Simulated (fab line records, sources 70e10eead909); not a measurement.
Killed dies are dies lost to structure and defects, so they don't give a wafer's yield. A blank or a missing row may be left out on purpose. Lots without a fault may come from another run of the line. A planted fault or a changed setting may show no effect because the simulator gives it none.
Which tool did it? | flow nand_harc | 14 lots, 42 wafers sampled, at 1 step of a route of 1159

WHAT THE GAUGES READ, wafer by wafer
NHARC_A_ONON_D1_THK_MEAS_27: measures by ellipsometry. Usual: thk_nm 998 nm, standard deviation 9.7.
lot  | measured     | on            | thk_nm (nm)    | flag
L188 | day 8 07:04  | film_metro-02 | 997 995 995    |
L186 | day 8 07:05  | film_metro-01 | 991 991 991    |
L187 | day 8 15:11  | film_metro-02 | 1004 1002 1003 |
L190 | day 8 15:23  | film_metro-02 | 1003 1001 1003 |
L189 | day 8 23:19  | film_metro-02 | 1005 1001 1003 |
L191 | day 8 23:19  | film_metro-02 | 1003 1004 1003 |
L192 | day 9 13:13  | film_metro-02 | 975 976 975    |
L193 | day 9 23:43  | film_metro-01 | 1001 1000 1001 |
L197 | day 11 04:48 | film_metro-02 | 997 996 996    |
L199 | day 11 05:01 | film_metro-02 | 1017 1019 1019 |
L200 | day 12 02:56 | film_metro-02 | 977 978 977    |
L203 | day 12 11:43 | film_metro-01 | 1005 1008 1004 |
L206 | day 12 22:31 | film_metro-02 | 998 998 997    |
L209 | day 13 10:46 | film_metro-02 | 995 994 996    |

WHICH TOOL RAN EACH LOT (tool, then ch and the chambers of the sampled wafers, then the start)
The record holds no process step before these readings.

WHAT THE TOOLS THEMSELVES READ (means of the sampled wafers that have a number; where no wafer has one, the mark that the record gives instead)
The record holds no such reading with a usual standard deviation.

THE ANSWER, worked out from the rows above alone
Rule: a lot is off if the mean of its wafers that have a number lies more than 3 standard deviations from the usual mean. A lot without any number at a reading at which 4 lots or more have one is off too. The other lots that the step has rows for count as sound. The gauges are gone through in route order, then the tools' own readings, and for those a lot's mean is taken as printed above. The first step at which some lot is off is used, and at that step the reading that is off furthest; a lot without a number counts as furthest.
No lot is off at any reading shown: from this, nothing can be told.

WHAT THE SIMULATOR HAD PUT IN
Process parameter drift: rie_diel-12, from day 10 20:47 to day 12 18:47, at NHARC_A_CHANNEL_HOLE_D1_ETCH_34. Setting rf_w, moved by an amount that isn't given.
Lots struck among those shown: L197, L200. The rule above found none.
